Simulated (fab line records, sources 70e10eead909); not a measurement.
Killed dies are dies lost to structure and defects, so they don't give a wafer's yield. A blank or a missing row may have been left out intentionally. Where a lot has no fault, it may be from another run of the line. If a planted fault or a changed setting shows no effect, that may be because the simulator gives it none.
A lot that was struck, set against a sound lot -- flow nand harc -- 19 out of 1302 route steps
Sound: wafers L159.1, L159.5, L159.6. The struck wafers were L160.2, L160.5, L160.6. The cause is named last.
For every step that has rows: the tool of each side, followed by ch and its chambers, followed by its first start. Under that, the readings that differ: sound wafers -- struck wafers -- difference of the means -- sigmas: that difference in standard deviations of wafers without a fault.
alike: readings whose means differ by less than 2 such deviations, and words and numbers that are the same on both sides. not compared: withheld readings, readings that some wafer has no value for, bounds like >300 that may hide the same value, and numbers for which the record gives no deviation and whose values overlap.
Wherever a step has rows on one side only, a row that says differs or no value, or a row with sigmas, the two part there. Non-overlapping numbers with no deviation appear without sigmas and do not part them. A reading missing from all wafers of one side parts the sides only when that side holds two or more wafers.

first, 1 step without rows for these wafers: NHARC_P_GATE_DEVELOP_90 (time 70 s).
NHARC_P_GATE_CD_MEAS_91: the cd target is 2000 nm.
  sound on cd sem-03 ch 0, day 7 09:49; struck on cd sem-02 ch 0, day 7 22:00
  alike: cd nm
then, 1 step without rows for these wafers: NHARC_P_GATE_HARDBAKE_92 (time 80 s).
NHARC_P_GATE_DESCUM_93: chemistry O2, time 3 s.
  sound on rie diel-09 ch 2,3, day 7 09:58; struck on rie diel-09 ch 1,2, day 7 22:10
  alike: drypump motor current A, oes product au, rf vpp V, showerhead plenum p Torr, throttle valve pct
  not compared: rf hours counter h
then, 1 step without rows for these wafers: NHARC_P_GATE_IMPLANT_94.
NHARC_P_GATE_STRIP_113: strips in N2/H2, time 740 s.
  sound on plasma asher-02 ch 0,1, day 7 10:20; struck on plasma asher-02 ch 0,1, day 7 22:45
  alike: drypump motor current A, heater power w
  not compared: rf hours counter h
then, 2 steps without rows for these wafers: NHARC_P_GATE_STRIP_95 (strips in O2); NHARC_P_GATE_STRIP_96 (strips in SPM, time 900 s).
NHARC_P_GATE_RTA_64: time 1 s.
  sound on rtp anneal-01 ch 0, day 7 11:37; struck on rtp anneal-01 ch 0, day 7 23:56
  alike: lamp power pct, lamp_zone_3_pct, lamp_zone_7_pct, wafer_temp_C_max
then, 3 steps without rows for these wafers: NHARC_P_GATE_ETCH_77 (etches SiO2 in dHF, target depth 6 nm); NHARC_P_GATE_DEGAS_109 (time 60 s); NHARC_P_GATE_PRE_CLEAN_110 (time 30 s).
NHARC_P_GATE_SPUTTER_78: material Ni, target thk 10 nm.
  sound: pvd sputter-03 at day 7 12:02; struck: pvd sputter-02 at day 8 00:20
then, 1 step without rows for these wafers: NHARC_P_GATE_SPUTTER_79 (material TiN, target thk 10 nm).
NHARC_P_GATE_RTA_80: time 30 s.
  sound on rtp anneal-01 ch 0, day 7 12:13; struck on rtp anneal-01 ch 0, day 8 00:33
  alike: lamp power pct, lamp_zone_3_pct, lamp_zone_7_pct, wafer_temp_C_max
then, 1 step without rows for these wafers: NHARC_P_GATE_STRIP_67 (strips in SPM, time 600 s).
NHARC_P_GATE_RTA_82: time 30 s.
  sound on rtp anneal-01 ch 0, day 7 12:41; struck on rtp anneal-02 ch 0, day 8 01:00
reading,sound,struck,difference,sigmas
lamp_zone_3_pct (%),4.25 4.25 4.25,4.01 4.01 4.01,-0.24,-2
lamp_zone_7_pct (%),4.47 4.48 4.48,4.23 4.23 4.23,-0.25,-2
  alike: lamp power pct, wafer_temp_C_max
NHARC_P_GATE_INSPECT_68:
  sound: defect inspect-01 at day 7 12:53; struck: defect inspect-02 at day 8 01:10
  alike: raw defect count
-- record jumps: 18 days between struck wafers' starts before vs after; left off in module P_GATE, resumes in module END, first step shown is number 1302 of the route --
NHARC_END_SORT_01:
  sound on prober-01 ch 0, day 26 11:04; struck on prober-02 ch 0, day 26 10:13
reading,sound,struck,difference,sigmas
killed at array,76 77 75,26 26 27,-50,-3
killed at periphery,3 2 5,619 614 616,+613,+99 or more
killed dies,80 79 80,646 641 645,+564,+35
  alike: killed at other, killed open, killed short

## WHERE THEY PART
Last at NHARC_END_SORT_01 as far as this record goes, first at NHARC_P_GATE_RTA_82.

WHY: what had been put in by the simulator
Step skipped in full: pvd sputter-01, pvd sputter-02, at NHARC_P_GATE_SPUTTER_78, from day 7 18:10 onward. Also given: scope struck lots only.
